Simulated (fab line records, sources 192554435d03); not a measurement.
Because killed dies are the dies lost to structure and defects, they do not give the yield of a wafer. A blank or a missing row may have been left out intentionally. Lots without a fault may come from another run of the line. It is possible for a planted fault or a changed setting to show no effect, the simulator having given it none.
Which tool did it? | flow n5-finfet | 24 wafers from 8 lots sampled at 7 of the route's 1938 steps

## WHAT THE GAUGES SHOWED, per wafer
N5_BEOL_M4_RC_MEAS_101. Usual: DIBL_N 36.0 mV/V, standard deviation 1.8; DIBL_P 36.3 mV/V, standard deviation 2.4; IOFF_N 0.16 nA/um, standard deviation 0.035; IOFF_P 0.21 nA/um, standard deviation 0.036; ION_N 673 uA/um, standard deviation 13; ION_P 461 uA/um, standard deviation 7.2; SS_N 71.4 mV/dec, standard deviation 0.6; SS_P 73.2 mV/dec, standard deviation 0.7; VT_N 250 mV, standard deviation 4; VT_P -250.9 mV, standard deviation 2.9.
lot  | measured     | on        | DIBL_N (mV/V)  | DIBL_P (mV/V)  | IOFF_N (nA/um) | IOFF_P (nA/um) | ION_N (uA/um) | ION_P (uA/um) | SS_N (mV/dec)  | SS_P (mV/dec)  | VT_N (mV)   | VT_P (mV)            | flag
L779 | day 7 15:56  | prober-01 | 40.9 39.8 36.5 | 41.0 39.5 35.0 | 0.27 0.23 0.16 | 0.32 0.29 0.23 | 695 695 669   | 472 474 465   | 72.0 72.1 71.2 | 74.4 74.1 72.4 | 240 245 252 | -242.9 -243.5 -247.3 |
L781 | day 8 23:30  | prober-01 | 36.3 35.8 38.5 | 37.4 37.5 40.0 | 0.17 0.16 0.23 | 0.21 0.22 0.26 | 683 672 702   | 462 468 475   | 71.5 70.7 71.8 | 73.8 72.9 73.9 | 248 250 245 | -249.2 -247.8 -246.1 |
L784 | day 10 02:00 | prober-02 | 32.7 34.2 35.7 | 32.6 34.1 37.3 | 0.10 0.12 0.15 | 0.14 0.16 0.20 | 643 663 692   | 446 453 471   | 70.0 71.5 71.5 | 71.9 72.7 73.3 | 259 255 248 | -257.7 -254.1 -249.6 |
L795 | day 12 11:57 | prober-01 | 35.5 32.1 34.3 | 34.3 31.1 32.7 | 0.13 0.09 0.11 | 0.18 0.13 0.15 | 662 640 664   | 454 441 460   | 70.9 70.4 70.6 | 72.9 72.0 72.1 | 255 259 256 | -251.6 -256.4 -255.7 |
L796 | day 12 16:12 | prober-02 | 35.5 34.0 36.1 | 37.7 35.7 37.6 | 0.18 0.14 0.17 | 0.22 0.19 0.23 | 683 682 680   | 467 469 457   | 70.6 71.1 71.8 | 73.8 72.9 73.7 | 247 251 247 | -248.6 -251.5 -248.3 |
L800 | day 14 04:22 | prober-01 | 36.3 36.6 35.2 | 34.9 36.3 33.6 | 0.15 0.15 0.13 | 0.20 0.22 0.17 | 679 671 661   | 465 459 450   | 71.5 70.9 71.0 | 73.1 73.6 71.9 | 246 249 250 | -251.2 -251.9 -253.3 |
L802 | day 14 06:26 | prober-01 | 37.2 37.9 39.3 | 37.1 36.6 38.0 | 0.16 0.16 0.20 | 0.21 0.21 0.25 | 673 681 687   | 457 461 464   | 71.4 72.1 72.2 | 73.4 74.0 73.7 | 250 250 247 | -252.4 -252.9 -246.7 |
L801 | day 14 07:43 | prober-02 | 37.5 37.7 36.6 | 39.3 39.7 38.0 | 0.18 0.18 0.16 | 0.24 0.25 0.23 | 691 680 685   | 475 471 474   | 71.0 72.0 71.1 | 73.8 74.1 73.4 | 246 247 246 | -246.5 -247.2 -248.1 |

N5_BEOL_M8_OCD_MEAS_38. Usual: trench-depth-nm reads 93.8 nm (standard deviation 1.1).
lot  | measured     | on     | trench-depth-nm (nm) | flag
L779 | day 9 02:10  | ocd-02 | 90.5 92.4 94.2       |
L781 | day 10 15:43 | ocd-02 | 91.3 91.5 93.3       |
L784 | day 11 12:02 | ocd-02 | 96.5 94.2 94.2       |
L795 | day 14 00:47 | ocd-01 | - - -                | OFF
L796 | day 14 07:10 | ocd-02 | - - -                | OFF
L800 | day 15 23:30 | ocd-02 | 93.6 94.4 94.6       |
L802 | day 16 00:57 | ocd-01 | 93.6 94.6 95.0       |
L801 | day 16 01:37 | ocd-02 | 93.6 94.9 94.9       |

## WHICH TOOL RAN EACH LOT (tool, then ch and the chambers of the sampled wafers, then the start)
lot  | N5_BEOL_M7_DEP_56               | N5_BEOL_M8_ETCH_61                 | N5_BEOL_M8_STRIP_67                | N5_BEOL_M8_HM_OPEN_17             | N5_BEOL_M8_ETCH_66
L779 | pecvd-01 ch 0,1,2, day 8 21:16  | rie-diel-06 ch 1,3, day 8 23:21    | rie-diel-06 ch 1,3, day 8 23:33    | rie-metal-01 ch 0,1, day 8 23:36  | rie-diel-05 ch 0,2,3, day 9 01:49
L781 | pecvd-04 ch 0,1, day 10 07:34   | rie-diel-06 ch 2,3, day 10 12:15   | rie-diel-06 ch 2,3, day 10 12:27   | rie-metal-03 ch 0,1, day 10 12:31 | rie-diel-06 ch 1,2,3, day 10 15:22
L784 | pecvd-04 ch 0,2, day 11 06:40   | rie-diel-06 ch 0,1, day 11 10:25   | rie-diel-06 ch 0,1, day 11 10:37   | rie-metal-01 ch 0,1, day 11 10:40 | rie-diel-01 ch 1,2,3, day 11 11:41
L795 | pecvd-03 ch 0,1, day 13 17:56   | rie-diel-06 ch 0,2, day 13 20:10   | rie-diel-06 ch 0,2, day 13 20:22   | rie-metal-01 ch 0,1, day 13 20:25 | rie-diel-06 ch 1,2, day 14 00:26
L796 | pecvd-03 ch 0,1,2, day 14 01:38 | rie-diel-06 ch 0,1,3, day 14 04:39 | rie-diel-06 ch 0,1,3, day 14 04:51 | rie-metal-01 ch 0,1, day 14 04:55 | rie-diel-06 ch 0,3, day 14 06:49
L800 | pecvd-04 ch 0,1, day 15 18:32   | rie-diel-05 ch 0,1,3, day 15 21:55 | rie-diel-05 ch 0,1,3, day 15 22:07 | rie-metal-02 ch 0,1, day 15 22:10 | rie-diel-06 ch 1,2,3, day 15 23:09
L802 | pecvd-03 ch 0,1, day 15 18:49   | rie-diel-05 ch 0,1, day 15 22:11   | rie-diel-05 ch 0,1, day 15 22:23   | rie-metal-01 ch 0,1, day 15 22:25 | rie-diel-06 ch 0,1,2, day 16 00:36
L801 | pecvd-03 ch 0,2, day 15 21:11   | rie-diel-01 ch 0,1, day 15 23:00   | rie-diel-01 ch 0,1, day 15 23:12   | rie-metal-02 ch 0,1, day 15 23:14 | rie-diel-06 ch 0,1, day 16 01:17
- N5_BEOL_M7_DEP_56: deposits SiCN from 3MS/NH3, target thk 10 nm, time 17.5 s.
- N5_BEOL_M8_ETCH_61: etches SiARC in CF4, target depth 45.5 nm, time 75.8 s.
- N5_BEOL_M8_STRIP_67: strips in CF4.
- N5_BEOL_M8_HM_OPEN_17: chemistry Cl2/BCl3, target TiN, target depth 20 nm, overetch 6 nm.
- N5_BEOL_M8_ETCH_66: etches SOC in N2/H2, target depth 80 nm, overetch 16 nm, time 120 s.

## AS READ BY THE TOOLS THEMSELVES (means over the sampled wafers that have a number; for cases with no such wafer, the mark the record gives instead)
N5_BEOL_M7_DEP_56. Usual: showerhead-plenum-p-Torr 3.663 Torr, standard deviation 0.011; throttle-valve-pct 9.3 %, standard deviation 0.59.
lot  | tool     | showerhead-plenum-p-Torr (Torr) | throttle-valve-pct (%) | flag
L779 | pecvd-01 | 3.657                           | 8.8                    |
L781 | pecvd-04 | 3.675                           | 9.7                    |
L784 | pecvd-04 | 3.666                           | 8.9                    |
L795 | pecvd-03 | 3.667                           | 9.7                    |
L796 | pecvd-03 | 3.667                           | 9.5                    |
L800 | pecvd-04 | 3.671                           | 9.6                    |
L802 | pecvd-03 | 3.666                           | 9.7                    |
L801 | pecvd-03 | 3.660                           | 9.1                    |

N5_BEOL_M8_ETCH_61. Usual: drypump-motor-current-A 5.6 A, standard deviation 0.58; etch-rf-on-time-s 75.7 s, standard deviation 1.3; oes-product-au 0.70 a.u., standard deviation 0.078; rf-vpp-V 183.9 V, standard deviation 1.1; showerhead-plenum-p-Torr 2.14 Torr, standard deviation 0.075; throttle-valve-pct 15.56 %, standard deviation 0.29.
lot  | tool        | drypump-motor-current-A (A) | etch-rf-on-time-s (s) | oes-product-au (a.u.) | rf-vpp-V (V) | showerhead-plenum-p-Torr (Torr) | throttle-valve-pct (%) | flag
L779 | rie-diel-06 | 5.1                         | 76.1                  | 0.62                  | 183.0        | 2.06                            | 15.94                  |
L781 | rie-diel-06 | 5.9                         | 77.9                  | 0.65                  | 182.9        | 2.12                            | 15.69                  |
L784 | rie-diel-06 | 5.1                         | 75.9                  | 0.63                  | 182.8        | 2.09                            | 15.93                  |
L795 | rie-diel-06 | 5.9                         | 74.5                  | 0.68                  | 184.0        | 2.18                            | 15.62                  |
L796 | rie-diel-06 | 5.3                         | 75.0                  | 0.66                  | 184.2        | 2.16                            | 15.78                  |
L800 | rie-diel-05 | 6.0                         | 76.3                  | 0.75                  | 184.0        | 2.12                            | 15.46                  |
L802 | rie-diel-05 | 6.0                         | 77.5                  | 0.70                  | 183.6        | 2.09                            | 15.41                  |
L801 | rie-diel-01 | 5.0                         | 76.6                  | 0.63                  | 183.3        | 2.07                            | 15.75                  |

N5_BEOL_M8_STRIP_67. Usual: bias-power-w is 75.02 W with standard deviation 0.21, cf4-flow-sccm is 150.0 sccm with standard deviation 0.48, drypump-motor-current-A is 5.6 A with standard deviation 0.57, oes-product-au is 0.81 a.u. with standard deviation 0.09, rf-vpp-V is 271.1 V with standard deviation 1.8, showerhead-plenum-p-Torr is 1.78 Torr with standard deviation 0.061, and throttle-valve-pct is 13.52 % with standard deviation 0.3.
lot  | tool        | bias-power-w (W) | cf4-flow-sccm (sccm) | drypump-motor-current-A (A) | oes-product-au (a.u.) | rf-vpp-V (V) | showerhead-plenum-p-Torr (Torr) | throttle-valve-pct (%) | flag
L779 | rie-diel-06 | 75.10            | 150.2                | 5.1                         | 0.73                  | 269.8        | 1.72                            | 13.88                  |
L781 | rie-diel-06 | 75.05            | 150.0                | 5.8                         | 0.78                  | 270.5        | 1.77                            | 13.63                  |
L784 | rie-diel-06 | 75.11            | 149.3                | 5.4                         | 0.74                  | 270.5        | 1.77                            | 13.78                  |
L795 | rie-diel-06 | -                | -                    | -                           | -                     | -            | -                               | -                      | OFF
L796 | rie-diel-06 | -                | -                    | -                           | -                     | -            | -                               | -                      | OFF
L800 | rie-diel-05 | 74.94            | 150.1                | 6.0                         | 0.88                  | 271.3        | 1.77                            | 13.39                  |
L802 | rie-diel-05 | 74.91            | 149.9                | 6.0                         | 0.83                  | 270.3        | 1.75                            | 13.36                  |
L801 | rie-diel-01 | 74.82            | 150.0                | 5.0                         | 0.73                  | 268.8        | 1.74                            | 13.76                  |

N5_BEOL_M8_HM_OPEN_17. Usual: drypump-motor-current-A 6.0 A, standard deviation 0.33; oes-product-au 0.68 a.u., standard deviation 0.06; throttle-valve-pct 22.10 %, standard deviation 0.21.
lot  | tool         | drypump-motor-current-A (A) | oes-product-au (a.u.) | throttle-valve-pct (%) | flag
L779 | rie-metal-01 | 5.9                         | 0.68                  | 22.05                  |
L781 | rie-metal-03 | 6.2                         | 0.57                  | 22.03                  |
L784 | rie-metal-01 | 5.6                         | 0.65                  | 21.91                  |
L795 | rie-metal-01 | 5.6                         | 0.64                  | 21.94                  |
L796 | rie-metal-01 | 5.6                         | 0.64                  | 21.93                  |
L800 | rie-metal-02 | 6.1                         | 0.69                  | 22.24                  |
L802 | rie-metal-01 | 5.6                         | 0.63                  | 21.95                  |
L801 | rie-metal-02 | 6.1                         | 0.69                  | 22.24                  |

N5_BEOL_M8_ETCH_66. Usual: drypump-motor-current-A 5.7 A, standard deviation 0.57; n2-flow-sccm 200.0 sccm, standard deviation 0.64; oes-product-au 0.62 a.u., standard deviation 0.073; rf-vpp-V 523.6 V, standard deviation 2.6; showerhead-plenum-p-Torr 2.54 Torr, standard deviation 0.096; throttle-valve-pct 17.79 %, standard deviation 0.29.
lot  | tool        | drypump-motor-current-A (A) | n2-flow-sccm (sccm) | oes-product-au (a.u.) | rf-vpp-V (V) | showerhead-plenum-p-Torr (Torr) | throttle-valve-pct (%) | flag
L779 | rie-diel-05 | 5.9                         | 200.0               | 0.58                  | 524.6        | 2.57                            | 17.82                  |
L781 | rie-diel-06 | 5.7                         | 199.3               | 0.61                  | 522.4        | 2.52                            | 17.99                  |
L784 | rie-diel-01 | 5.6                         | 200.1               | 0.63                  | 523.3        | 2.53                            | 17.61                  |
L795 | rie-diel-06 | 5.5                         | 200.8               | 0.78                  | 523.6        | 2.52                            | 17.99                  |
L796 | rie-diel-06 | 5.5                         | 199.6               | 0.84                  | 526.3        | 2.67                            | 18.02                  | OFF
L800 | rie-diel-06 | 5.6                         | 200.1               | 0.62                  | 525.5        | 2.62                            | 17.96                  |
L802 | rie-diel-06 | 5.7                         | 200.1               | 0.59                  | 523.5        | 2.54                            | 17.87                  |
L801 | rie-diel-06 | 5.3                         | 199.3               | 0.55                  | 522.1        | 2.48                            | 17.94                  |

## THE ANSWER, worked out from the rows above alone
Rule: a lot is off if the mean of its wafers that have a number lies more than 3 standard deviations from the usual mean. Also off: a lot with no number at a reading for which 4 or more lots have one. Any other lot the step has rows for is counted as sound. The gauges are gone through in route order, then the tools' own readings, and for those a lot's mean is taken as printed above. At the first step where some lot is off, the reading lying furthest off is the one used; lots without a number count as furthest.
Off, at N5_BEOL_M8_OCD_MEAS_38 on trench-depth-nm: L795, L796. Without a number there: L795, L796.
If a tool, at a process step before that reading, ran all the lots that are off and no sound lot after the first of them, it fits. The gauges at N5_BEOL_M8_OCD_MEAS_38 aren't tried: what is off there is off at N5_BEOL_M8_STRIP_67 too, on other tools, and a gauge's error can't cause that. One fits: N5_BEOL_M8_ETCH_61 and N5_BEOL_M8_STRIP_67 on rie-diel-06. At N5_BEOL_M8_ETCH_61 its last sound lot is L784 (day 11 10:25), its first lot that is off L795 (day 13 20:10): a fault that began between those two fits.

## WHAT THE SIMULATOR HAD PUT IN
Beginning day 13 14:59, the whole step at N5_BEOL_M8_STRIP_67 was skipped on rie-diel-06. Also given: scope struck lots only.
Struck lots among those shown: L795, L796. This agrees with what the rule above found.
